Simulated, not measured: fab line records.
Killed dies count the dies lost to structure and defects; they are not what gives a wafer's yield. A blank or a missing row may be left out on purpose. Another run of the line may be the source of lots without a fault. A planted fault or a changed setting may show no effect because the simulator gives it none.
fab line records | flow n5_finfet
record: lots: 6 | wafers: 18 | last_day: 18
route steps=1938 shown WELL_APT@21 BEOL_M4@1111 PASSIVATION@1936
lots that met no fault: taken from a fault-free run of the same line
start_h: the number of hours between the record's first day and the start of the first shown wafer of the lot | wait_h: hours from the lot's prior step to this one | " identical to the entry in the row above | L1.1+2: several wafers, shown together as one row | - either no value or no given start | * or withheld: withheld | < > ~ a bound
route shown NAME@n: NAME is a module with steps in the file, n the number in the route of the first one | usual: mean/standard deviation of fault-free wafers | same: alike in all rows | chamber/n: place in a boat | sites: readings site by site | _std_site: standard deviation of those values | _edge_site: inner sites' mean taken away from outer sites' mean | radius_mm: for every site, how far away it sits from the centre of the wafer | mask NAME#n: copy n | behind: the last tool/chamber to shape the wafer | hold: cause of the lot's hold/its duration in hours/its outcome | device: the n, p or np transistor that did not switch | end of line: tests of these same wafers at the route's end | step lacking rows: just its recipe | killed: count of dies lost to structure and defects at first sort (not the wafer's yield) | map: the dies of a wafer, with x for killed, . for not killed, _ for no die there
set.NAME: the setting as run; set.NAME@STEP: as run at that earlier step | model.NAME: the simulator's own value behind a step, which no gauge read
a table for each step, a row for each wafer; lots at some steps of the route
services: from which hour (start_h, from the record's first day; less than 0 if before it) a tool's chamber was out of use, for how many hours, and why
== steps ==
step: N5_WELL_APT_COAT_02
recipe: spin_rpm: 1357 | resist_thk_nm: 950
step: N5_WELL_APT_EBR_04
recipe: solvent: PGMEA | ebr_width_mm: 1.5
step: N5_WELL_APT_SOFTBAKE_03
recipe: temp_c: 130 | time_s: 60
step: N5_WELL_APT_EXPOSE_05
recipe: mask_id: NWELL | na: 0.8 | source_shape: conventional | sigma_outer: 0.8 | polarization: unpolarized | defocus_nm: 0 | target_cd_nm: 200 | dose_mj: 20.3
step: N5_WELL_APT_PEB_06
recipe: peb_temp_c: 130 | peb_time_s: 90
step: N5_WELL_APT_DEVELOP_07
recipe: develop_time_s: 45 | rinse_liquid: surfactant_rinse | dry: air_spin | dev_temp_c: 21
step: N5_WELL_APT_HARDBAKE_12
recipe: temp_c: 130 | time_s: 120
step: N5_WELL_APT_CD_MEAS_08
recipe: target_cd_nm: 200 | landing_energy_ev: 500 | detector: se_inlens
usual: cd_nm: 199.9/2
lot.wafer | tool      | chamber | start_h | wait_h | cd_nm
L286.2    | cd_sem-01 | 0       | 25.73   | -      | 199.9
L286.4    | "         | 0       | "       | "      | 198.4
L286.5    | "         | 0       | "       | "      | 200.4
L291.1    | cd_sem-03 | 0       | 55.75   | -      | 200.3
L291.4    | "         | 0       | "       | "      | 198.6
L291.6    | "         | 0       | "       | "      | 197.2
L292.3    | cd_sem-01 | 0       | 61.56   | -      | 206.2
L292.5    | "         | 0       | "       | "      | 202.9
L292.6    | "         | 0       | "       | "      | 203.4
L297.2    | cd_sem-01 | 0       | 91.56   | -      | 202.2
L297.4    | "         | 0       | "       | "      | 200.1
L297.5    | "         | 0       | "       | "      | 199.9
L305.1    | cd_sem-01 | 0       | 139.95  | -      | 202.2
L305.5    | "         | 0       | "       | "      | 202.3
L305.6    | "         | 0       | "       | "      | 202.2
L307.1    | cd_sem-03 | 0       | 154.66  | -      | 200.2
L307.3    | "         | 0       | "       | "      | 199.8
L307.6    | "         | 0       | "       | "      | 198.4
step: N5_WELL_APT_OVL_MEAS_09
recipe: points_per_wafer: 44
usual: NWELL_OVL: 4/5.1
same: points_per_wafer: 44
lot.wafer | tool       | chamber | start_h | wait_h | NWELL_OVL[nm]
L286.2    | overlay-01 | 0       | 25.75   | 0.0    | 0
L286.4    | "          | 0       | "       | "      | 5
L286.5    | "          | 0       | "       | "      | 11
L291.1    | overlay-02 | 0       | 55.78   | 0.0    | 7
L291.4    | "          | 0       | "       | "      | 13
L291.6    | "          | 0       | "       | "      | 8
L292.3    | overlay-02 | 0       | 61.59   | 0.0    | 4
L292.5    | "          | 0       | "       | "      | 8
L292.6    | "          | 0       | "       | "      | 5
L297.2    | overlay-02 | 0       | 91.59   | 0.0    | -1
L297.4    | "          | 0       | "       | "      | -2
L297.5    | "          | 0       | "       | "      | 1
L305.1    | overlay-01 | 0       | 139.98  | 0.0    | 7
L305.5    | "          | 0       | "       | "      | 9
L305.6    | "          | 0       | "       | "      | -1
L307.1    | overlay-02 | 0       | 154.69  | 0.0    | 6
L307.3    | "          | 0       | "       | "      | 7
L307.6    | "          | 0       | "       | "      | 4
step: N5_WELL_APT_INSPECT_10
recipe: mode: adi | inspect_instrument: macro
usual: raw_defect_count: 1.9/1.3
lot.wafer | tool              | chamber | start_h | wait_h | raw_defect_count
L286.2    | defect_inspect-02 | -       | 26.08   | 0.3    | 1
L286.4    | "                 | -       | "       | "      | 4
L286.5    | "                 | -       | "       | "      | 1
L291.1    | defect_inspect-02 | -       | 55.80   | 0.0    | 2
L291.4    | "                 | -       | "       | "      | 4
L291.6    | "                 | -       | "       | "      | 5
L292.3    | defect_inspect-01 | -       | 61.62   | 0.0    | 0
L292.5    | "                 | -       | "       | "      | 0
L292.6    | "                 | -       | "       | "      | 3
L297.2    | defect_inspect-02 | -       | 91.62   | 0.0    | 3
L297.4    | "                 | -       | "       | "      | 4
L297.5    | "                 | -       | "       | "      | 3
L305.1    | defect_inspect-01 | -       | 140.00  | 0.0    | 0
L305.5    | "                 | -       | "       | "      | 2
L305.6    | "                 | -       | "       | "      | 0
L307.1    | defect_inspect-02 | -       | 154.71  | 0.0    | 1
L307.3    | "                 | -       | "       | "      | 2
L307.6    | "                 | -       | "       | "      | 2
step: N5_WELL_APT_DESCUM_13
recipe: chemistry: O2 | time_s: 7.9 | source_power_w: 50 | bias_power_w: 20 | pressure_mtorr: 20 | rf_frequency_hz: 2.712e+07 | temp_c: 40 | o2_flow_sccm: 225
usual: drypump_motor_current_A: 5.5/0.55 | o2_flow_sccm: 225.0/0.64 | oes_product_au: 0.83/0.078 | rf_vpp_V: 244.0/1.4 | showerhead_plenum_p_Torr: 2.15/0.065 | temp_c: 39.99/0.12 | throttle_valve_pct: 20.45/0.23
lot.wafer | tool        | chamber | start_h | wait_h | drypump_motor_current_A | o2_flow_sccm | oes_product_au | rf_hours_counter_h | rf_vpp_V | showerhead_plenum_p_Torr | temp_c | throttle_valve_pct
L286.2    | rie_diel-01 | 2       | 26.11   | 0.0    | 5.0                     | 225.1        | 0.77           | 117                | 244.3    | 2.21                     | 40.10  | 20.70
L286.4    | "           | 3       | "       | "      | 5.3                     | 225.0        | 0.76           | -                  | 246.0    | 2.17                     | 39.89  | 20.22
L286.5    | "           | 0       | "       | "      | 6.4                     | 225.9        | 0.88           | -                  | 244.1    | 2.12                     | 40.06  | 20.08
L291.1    | rie_diel-01 | 1       | 55.84   | 0.0    | 5.2                     | 225.7        | 0.99           | 1                  | 244.0    | 2.16                     | 40.03  | 20.42
L291.4    | "           | 3       | "       | "      | 5.3                     | 224.4        | 0.74           | 145                | 246.1    | 2.17                     | 39.81  | 20.24
L291.6    | "           | 2       | "       | "      | 5.0                     | 225.0        | 0.76           | -                  | 245.3    | 2.21                     | 39.78  | 20.71
L292.3    | rie_diel-05 | 3       | 61.65   | 0.0    | 4.6                     | 225.5        | 0.89           | 30                 | 244.8    | 2.23                     | 39.84  | 20.47
L292.5    | "           | 1       | "       | "      | 5.7                     | 225.2        | 0.88           | -                  | 242.3    | 2.05                     | 39.69  | 20.37
L292.6    | "           | 0       | "       | "      | 6.2                     | 224.6        | 0.87           | -                  | 242.2    | 2.06                     | 40.11  | 20.73
L297.2    | rie_diel-01 | 1       | 92.19   | 0.6    | 5.2                     | 225.0        | 0.94           | 13                 | 244.4    | 2.16                     | 40.13  | 20.44
L297.4    | "           | 3       | "       | "      | 5.4                     | 225.1        | 0.74           | 159                | 244.4    | 2.16                     | 39.84  | 20.27
L297.5    | "           | 1       | "       | "      | 5.2                     | 224.9        | 0.93           | -                  | 243.0    | 2.16                     | 39.95  | 20.45
L305.1    | rie_diel-01 | 1       | 140.15  | 0.1    | 5.2                     | 224.6        | 0.89           | 35                 | 243.8    | 2.15                     | 40.08  | 20.48
L305.5    | "           | 2       | "       | "      | 5.0                     | 225.6        | 0.73           | -                  | 243.4    | 2.19                     | 39.89  | 20.77
L305.6    | "           | 3       | "       | "      | 5.3                     | 224.6        | 0.72           | -                  | 244.8    | 2.16                     | 40.09  | 20.31
L307.1    | rie_diel-05 | 2       | 154.75  | 0.0    | 5.6                     | 224.7        | 0.90           | 39                 | 243.5    | 2.22                     | 39.90  | 20.35
L307.3    | "           | 1       | "       | "      | 5.6                     | 225.4        | 0.86           | 64                 | 241.8    | 2.04                     | 40.01  | 20.41
L307.6    | "           | 1       | "       | "      | 5.6                     | 225.4        | 0.85           | -                  | 241.7    | 2.04                     | 39.94  | 20.42
step: N5_WELL_APT_IMPLANT_14
recipe: species: P | energy_kev: 160 | dose_cm2: 1.5e+13 | tilt_deg: 0 | rotation_deg: 0
step: N5_WELL_APT_IMPLANT_15
recipe: species: As | energy_kev: 25 | dose_cm2: 1.5e+13 | tilt_deg: 0 | rotation_deg: 0
usual: beam_energy_keV: 25.000/0.0076
lot.wafer | tool         | chamber | start_h | wait_h | beam_energy_keV
L286.2    | implanter-02 | 0       | 26.45   | 0.1    | 25.000
L286.4    | "            | 0       | "       | "      | 24.993
L286.5    | "            | 0       | "       | "      | 24.987
L291.1    | implanter-01 | 0       | 56.12   | 0.1    | 24.989
L291.4    | "            | 0       | "       | "      | 24.994
L291.6    | "            | 0       | "       | "      | 24.997
L292.3    | implanter-02 | 0       | 61.99   | 0.1    | 24.998
L292.5    | "            | 0       | "       | "      | 25.003
L292.6    | "            | 0       | "       | "      | 25.015
L297.2    | implanter-01 | 0       | 92.50   | 0.1    | 25.009
L297.4    | "            | 0       | "       | "      | 25.001
L297.5    | "            | 0       | "       | "      | 25.001
L297.2    | implanter-01 | 0       | 92.85   | 0.3    | 24.998
L297.4    | "            | 0       | "       | "      | 25.005
L297.5    | "            | 0       | "       | "      | 24.993
L305.1    | implanter-01 | 0       | 140.44  | 0.1    | 25.008
L305.5    | "            | 0       | "       | "      | 25.006
L305.6    | "            | 0       | "       | "      | 25.013
L305.1    | implanter-01 | 0       | 140.78  | 0.3    | 24.999
L305.5    | "            | 0       | "       | "      | 25.008
L305.6    | "            | 0       | "       | "      | 24.991
L307.1    | implanter-01 | 0       | 155.03  | 0.1    | 25.009
L307.3    | "            | 0       | "       | "      | 25.004
L307.6    | "            | 0       | "       | "      | 25.016
step: N5_WELL_APT_STRIP_16
recipe: chemistry: SPM | time_s: 900 | temp_c: 130 | h2so4_h2o2_vol_ratio: 4 | dry: ipa_marangoni
step: N5_BEOL_M4_RC_MEAS_101
usual: DIBL_N: 37.1/1.8 | DIBL_P: 37.2/2.1 | IOFF_N: 0.17/0.033 | IOFF_P: 0.22/0.037 | ION_N: 680/11 | ION_P: 464/7.7 | SS_N: 71.7/0.63 | SS_P: 73.6/0.67 | VT_N: 248.9/2.9 | VT_P: -251/3.6
lot.wafer | tool      | chamber | start_h | wait_h | DIBL_N[mV/V] | DIBL_P[mV/V] | IOFF_N[nA/um] | IOFF_P[nA/um] | ION_N[uA/um] | ION_P[uA/um] | SS_N[mV/dec] | SS_P[mV/dec] | VT_N[mV] | VT_P[mV]
L286.2    | prober-01 | 0       | 187.80  | 0.2    | 33.6         | 33.5         | 0.12          | 0.16          | 656          | 455          | 71.5         | 71.4         | 253.8    | -255
L286.4    | "         | 0       | "       | "      | 35.6         | 36.5         | 0.15          | 0.20          | 670          | 464          | 71.3         | 73.7         | 251.5    | -251
L286.5    | "         | 0       | "       | "      | 39.0         | 40.9         | 0.24          | 0.28          | 696          | 475          | 71.8         | 74.5         | 244.6    | -247
L291.1    | prober-01 | 0       | 216.01  | 0.0    | 35.3         | 34.7         | 0.16          | 0.22          | 682          | 468          | 71.4         | 73.0         | 250.5    | -249
L291.4    | "         | 0       | "       | "      | 39.0         | 38.8         | 0.22          | 0.30          | 685          | 474          | 72.1         | 73.9         | 245.0    | -244
L291.6    | "         | 0       | "       | "      | 38.1         | 38.2         | 0.21          | 0.30          | 687          | 480          | 72.9         | 73.6         | 245.6    | -244
L292.3    | prober-01 | 0       | 220.13  | 0.3    | 35.1         | 35.4         | 0.13          | 0.15          | 671          | 454          | 70.9         | 73.6         | 253.0    | -258
L292.5    | "         | 0       | "       | "      | 35.0         | 35.9         | 0.12          | 0.15          | 666          | 449          | 71.0         | 73.6         | 254.4    | -257
L292.6    | "         | 0       | "       | "      | 34.7         | 35.4         | 0.13          | 0.16          | 679          | 457          | 71.0         | 73.2         | 252.6    | -258
L297.2    | prober-02 | 0       | 283.78  | 0.2    | 38.0         | 37.6         | 0.16          | 0.21          | 670          | 458          | 71.0         | 74.2         | 251.2    | -253
L297.4    | "         | 0       | "       | "      | 32.7         | 31.5         | 0.09          | 0.14          | 676          | 461          | 69.8         | 72.0         | 257.7    | -257
L297.5    | "         | 0       | "       | "      | 36.9         | 36.3         | 0.15          | 0.20          | 698          | 473          | 71.0         | 72.9         | 252.1    | -253
L307.1    | prober-02 | 0       | 325.62  | 0.0    | 34.8         | 33.9         | 0.14          | 0.20          | 671          | 460          | 71.2         | 72.7         | 249.8    | -247
L307.3    | "         | 0       | "       | "      | 37.9         | 36.6         | 0.20          | 0.23          | 695          | 469          | 72.3         | 73.9         | 245.1    | -246
L307.6    | "         | 0       | "       | "      | 36.0         | 35.7         | 0.17          | 0.22          | 675          | 466          | 71.3         | 72.6         | 247.3    | -246
L305.1    | prober-01 | 0       | 348.19  | 0.0    | 37.0         | 36.2         | 0.16          | 0.22          | 695          | 479          | 71.0         | 73.3         | 248.0    | -250
L305.5    | "         | 0       | "       | "      | 37.7         | 36.8         | 0.18          | 0.22          | 691          | 468          | 71.7         | 73.9         | 244.3    | -252
L305.6    | "         | 0       | "       | "      | 34.3         | 32.8         | 0.12          | 0.17          | 690          | 472          | 70.4         | 73.1         | 254.3    | -255
step: N5_PASSIVATION_PROBE_49
usual: defect_limited_yield: 91.7/1.5 | killed_at_M0_to_M3: 32/10 | killed_at_M4_up: 14/5.3 | killed_at_contacts: 13/5.7 | killed_at_front_end: 37/10 | killed_at_other: 3.3/2.5 | killed_dies: 98/18 | killed_open: 65/13 | killed_short: 31/7.5 | sort_bin_5_function: 4.9/0.91 | sort_bin_6_memory: 3.1/0.71 | sort_n_pass: 1082/18 | sort_yield_pct: 91.7/1.5
same: gross_dies: 1180 | killed_at_back_side: 0 | sort_bin_4_leakage[%]: 0 | sort_bin_8_speed[%]: 0
lot.wafer | tool      | chamber | start_h | wait_h | defect_limited_yield[%] | killed_at_M0_to_M3 | killed_at_M4_up | killed_at_contacts | killed_at_front_end | killed_at_other | killed_dies | killed_open | killed_short | sort_bin_5_function[%] | sort_bin_6_memory[%] | sort_n_pass | sort_yield_pct[%]
L305.1    | prober-02 | -       | 442.58  | 0.0    | 91.3                    | 28                 | 20              | 9                  | 42                  | 4               | 103         | 69          | 34           | 5.5                    | 2.7                  | 1077        | 91.3
L305.5    | prober-02 | -       | 442.78  | 0.2    | 90.3                    | 26                 | 11              | 8                  | 66                  | 4               | 115         | 80          | 32           | 6.4                    | 2.7                  | 1065        | 90.3
L305.6    | prober-02 | -       | 442.83  | 0.3    | 90.6                    | 39                 | 11              | 12                 | 38                  | 11              | 111         | 80          | 31           | 5.8                    | 3.3                  | 1069        | 90.6
killed by level:class
L305.1 STI_FIN_REVEAL:geometric_particle:open=9 FIN_SAQP:geometric_particle:open=7 BEOL_M3:geometric_particle:open=6 BEOL_M1:geometric_particle:open=6 FIN_CUT:geometric_particle:short=5 DUMMY_GATE:geometric_particle:open=5 MOL_CONTACT_COAG:geometric_particle:open=5 FIN_SAQP:geometric_particle:short=4
L305.5 STI_FIN_REVEAL:geometric_particle:open=25 DUMMY_GATE:geometric_particle:open=12 STI_FIN_REVEAL:geometric_particle:short=8 MOL_CONTACT_COAG:geometric_particle:open=7 BEOL_M2:geometric_particle:open=7 BEOL_M1:geometric_particle:open=5 BEOL_M5:geometric_particle:open=5 BEOL_M3:geometric_particle:short=4
L305.6 STI_FIN_REVEAL:geometric_particle:open=19 BEOL_M2:geometric_particle:open=18 MOL_CONTACT_COAG:geometric_particle:open=9 BEOL_M2:geometric_particle:short=7 PASS1_CAP:geometric_particle:open=6 BEOL_M4:geometric_particle:open=5 GATE_CUT:geometric_particle:short=4 BEOL_M0_SAQP:geometric_particle:open=4
== services ==
tool         | chamber | start_h | hours | kind
implanter-01 | -       | 12.46   | 23.7  | pm
rie_diel-05  | 0       | 18.93   | 2.9   | repair
rie_diel-01  | 1       | 25.00   | -     | clean
rie_diel-01  | 1       | 25.00   | -     | consumable_replace:focus_ring
rie_diel-01  | 1       | 25.00   | 28.3  | scheduled_down
rie_diel-01  | 1       | 25.00   | 28.3  | vent_cycle
implanter-02 | -       | 73.65   | 8.7   | pm
rie_diel-01  | -       | 73.72   | 1.2   | repair
rie_diel-01  | 1       | 77.18   | 4.7   | repair
rie_diel-01  | 3       | 100.79  | 8.7   | repair
implanter-02 | -       | 107.91  | 2.7   | repair
rie_diel-01  | -       | 135.57  | 0.8   | repair
== key ==
first_sign: step: N5_WELL_APT_IMPLANT_15 | reading: visit | direction: added
effect none on later readings
met_at N5_WELL_APT_IMPLANT_15
struck_wafers L297.2,L297.4,L297.5,L305.1,L305.5,L305.6
fault: kind: repeated_step_whole | tool: implanter-01,implanter-02 | chamber: - | onset_h: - | steps: N5_WELL_APT_IMPLANT_15 | times: 1 | scope: struck_lots_only
